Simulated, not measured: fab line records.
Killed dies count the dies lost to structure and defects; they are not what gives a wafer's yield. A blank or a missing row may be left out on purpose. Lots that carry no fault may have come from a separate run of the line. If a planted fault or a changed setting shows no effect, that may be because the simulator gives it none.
Matching of chambers / flow nand harc / NHARC_A_CHANNEL_HOLE_D1_ETCH_44 on rie diel-10: 4 sister chambers
The step etches the open film in CF4/O2, target depth 140 nm, overetch 14 nm, time 77 s. 33 wafers are shown with their chamber, then 12 later ones without.

== EACH WAFER AND ITS CHAMBER ==
wafer=L076.1; chamber=0; drypump motor current A (A)=5.54; oes product au (a.u.)=0.996; rf vpp V (V)=196.8
wafer=L076.2; chamber=3; drypump motor current A (A)=6.14; oes product au (a.u.)=1.005; rf vpp V (V)=197.5
wafer=L076.5; chamber=1; drypump motor current A (A)=5.60; oes product au (a.u.)=1.000; rf vpp V (V)=197.7
wafer=L074.3; chamber=1; drypump motor current A (A)=5.63; oes product au (a.u.)=1.006; rf vpp V (V)=199.1
wafer=L074.4; chamber=0; drypump motor current A (A)=5.54; oes product au (a.u.)=0.996; rf vpp V (V)=197.5
wafer=L074.5; chamber=1; drypump motor current A (A)=5.63; oes product au (a.u.)=1.009; rf vpp V (V)=199.5
wafer=L077.2; chamber=2; drypump motor current A (A)=5.59; oes product au (a.u.)=0.990; rf vpp V (V)=199.1
wafer=L077.4; chamber=3; drypump motor current A (A)=6.17; oes product au (a.u.)=1.010; rf vpp V (V)=197.9
wafer=L077.6; chamber=3; drypump motor current A (A)=6.14; oes product au (a.u.)=1.010; rf vpp V (V)=198.4
wafer=L081.1; chamber=0; drypump motor current A (A)=5.55; oes product au (a.u.)=1.007; rf vpp V (V)=195.6
wafer=L081.2; chamber=1; drypump motor current A (A)=5.64; oes product au (a.u.)=1.007; rf vpp V (V)=199.5
wafer=L081.4; chamber=0; drypump motor current A (A)=5.55; oes product au (a.u.)=1.016; rf vpp V (V)=196.4
wafer=L084.1; chamber=2; drypump motor current A (A)=5.59; oes product au (a.u.)=1.000; rf vpp V (V)=197.8
wafer=L084.3; chamber=1; drypump motor current A (A)=5.59; oes product au (a.u.)=1.005; rf vpp V (V)=198.4
wafer=L084.5; chamber=1; drypump motor current A (A)=5.60; oes product au (a.u.)=1.010; rf vpp V (V)=197.5
wafer=L085.3; chamber=2; drypump motor current A (A)=5.60; oes product au (a.u.)=0.998; rf vpp V (V)=198.3
wafer=L085.4; chamber=3; drypump motor current A (A)=6.21; oes product au (a.u.)=0.997; rf vpp V (V)=199.0
wafer=L085.5; chamber=0; drypump motor current A (A)=5.56; oes product au (a.u.)=1.004; rf vpp V (V)=196.7
wafer=L086.1; chamber=3; drypump motor current A (A)=6.15; oes product au (a.u.)=0.995; rf vpp V (V)=198.6
wafer=L086.5; chamber=0; drypump motor current A (A)=5.56; oes product au (a.u.)=1.016; rf vpp V (V)=195.6
wafer=L086.6; chamber=3; drypump motor current A (A)=6.16; oes product au (a.u.)=1.002; rf vpp V (V)=199.0
wafer=L088.1; chamber=2; drypump motor current A (A)=5.61; oes product au (a.u.)=0.995; rf vpp V (V)=197.6
wafer=L088.4; chamber=0; drypump motor current A (A)=5.55; oes product au (a.u.)=1.009; rf vpp V (V)=197.4
wafer=L088.6; chamber=0; drypump motor current A (A)=5.57; oes product au (a.u.)=1.009; rf vpp V (V)=198.1
wafer=L087.1; chamber=3; drypump motor current A (A)=6.14; oes product au (a.u.)=1.004; rf vpp V (V)=198.0
wafer=L087.4; chamber=2; drypump motor current A (A)=5.61; oes product au (a.u.)=1.001; rf vpp V (V)=198.4
wafer=L087.6; chamber=0; drypump motor current A (A)=5.53; oes product au (a.u.)=1.010; rf vpp V (V)=198.3
wafer=L092.3; chamber=0; drypump motor current A (A)=5.54; oes product au (a.u.)=1.004; rf vpp V (V)=196.9
wafer=L092.4; chamber=3; drypump motor current A (A)=6.16; oes product au (a.u.)=0.997; rf vpp V (V)=199.0
wafer=L092.6; chamber=0; drypump motor current A (A)=5.54; oes product au (a.u.)=1.012; rf vpp V (V)=196.1
wafer=L093.2; chamber=2; drypump motor current A (A)=5.60; oes product au (a.u.)=0.979; rf vpp V (V)=199.4
wafer=L093.4; chamber=0; drypump motor current A (A)=5.56; oes product au (a.u.)=1.003; rf vpp V (V)=199.1
wafer=L093.5; chamber=2; drypump motor current A (A)=5.59; oes product au (a.u.)=0.995; rf vpp V (V)=196.8

SIGNATURES, as means of the wafers listed above
reading=drypump motor current A; chamber 0=5.5492; chamber 1=5.6150; chamber 2=5.5986; chamber 3=6.1587; scatter within a chamber=0.0166
reading=oes product au; chamber 0=1.00683; chamber 1=1.00617; chamber 2=0.99400; chamber 3=1.00250; scatter within a chamber=0.00623
reading=rf vpp V; chamber 0=197.042; chamber 1=198.617; chamber 2=198.200; chamber 3=198.425; scatter within a chamber=0.909
Rule: for a wafer and a chamber, the distance is found by dividing, reading by reading, the gap between the wafer's reading and the chamber's mean by the reading's scatter, squaring, summing and taking the root. The wafer belongs to the nearest chamber; if the next one is less than 2 further off, it can't be placed. The scatter: take each reading less its chamber's mean, square it, sum over the shown wafers, divide by the number of wafers less the number of chambers, and take the root.

== WAFERS WITHOUT THEIR CHAMBER ==
wafer=L094.1; drypump motor current A (A)=5.63; oes product au (a.u.)=1.004; rf vpp V (V)=199.6
wafer=L094.3; drypump motor current A (A)=6.13; oes product au (a.u.)=1.005; rf vpp V (V)=198.9
wafer=L094.4; drypump motor current A (A)=5.64; oes product au (a.u.)=0.991; rf vpp V (V)=197.7
wafer=L095.3; drypump motor current A (A)=5.62; oes product au (a.u.)=0.993; rf vpp V (V)=198.4
wafer=L095.4; drypump motor current A (A)=5.55; oes product au (a.u.)=0.994; rf vpp V (V)=197.6
wafer=L095.6; drypump motor current A (A)=5.58; oes product au (a.u.)=0.999; rf vpp V (V)=197.9
wafer=L096.1; drypump motor current A (A)=5.55; oes product au (a.u.)=1.005; rf vpp V (V)=195.6
wafer=L096.3; drypump motor current A (A)=5.65; oes product au (a.u.)=1.007; rf vpp V (V)=198.8
wafer=L096.6; drypump motor current A (A)=5.63; oes product au (a.u.)=1.008; rf vpp V (V)=198.2
wafer=L097.1; drypump motor current A (A)=5.55; oes product au (a.u.)=1.006; rf vpp V (V)=196.9
wafer=L097.2; drypump motor current A (A)=5.66; oes product au (a.u.)=1.013; rf vpp V (V)=200.1
wafer=L097.5; drypump motor current A (A)=5.55; oes product au (a.u.)=1.020; rf vpp V (V)=197.8

== EACH ONE'S CHAMBER ==
wafer=L094.1; from the rows above=can't be placed: 1 or 2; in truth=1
wafer=L094.3; from the rows above=3; in truth=3
wafer=L094.4; from the rows above=can't be placed: 2 or 1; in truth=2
wafer=L095.3; from the rows above=can't be placed: 2 or 1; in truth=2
wafer=L095.4; from the rows above=can't be placed: 0 or 2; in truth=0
wafer=L095.6; from the rows above=can't be placed: 2 or 0 or 1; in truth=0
wafer=L096.1; from the rows above=0; in truth=0
wafer=L096.3; from the rows above=can't be placed: 1 or 2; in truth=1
wafer=L096.6; from the rows above=can't be placed: 1 or 2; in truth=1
wafer=L097.1; from the rows above=0; in truth=0
wafer=L097.2; from the rows above=can't be placed: 1 or 2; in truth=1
wafer=L097.5; from the rows above=0; in truth=0
Placed correctly: 4 of 12. Not placeable from these rows: 8 (in 8, the candidates include the true chamber). Placed wrongly: 0.
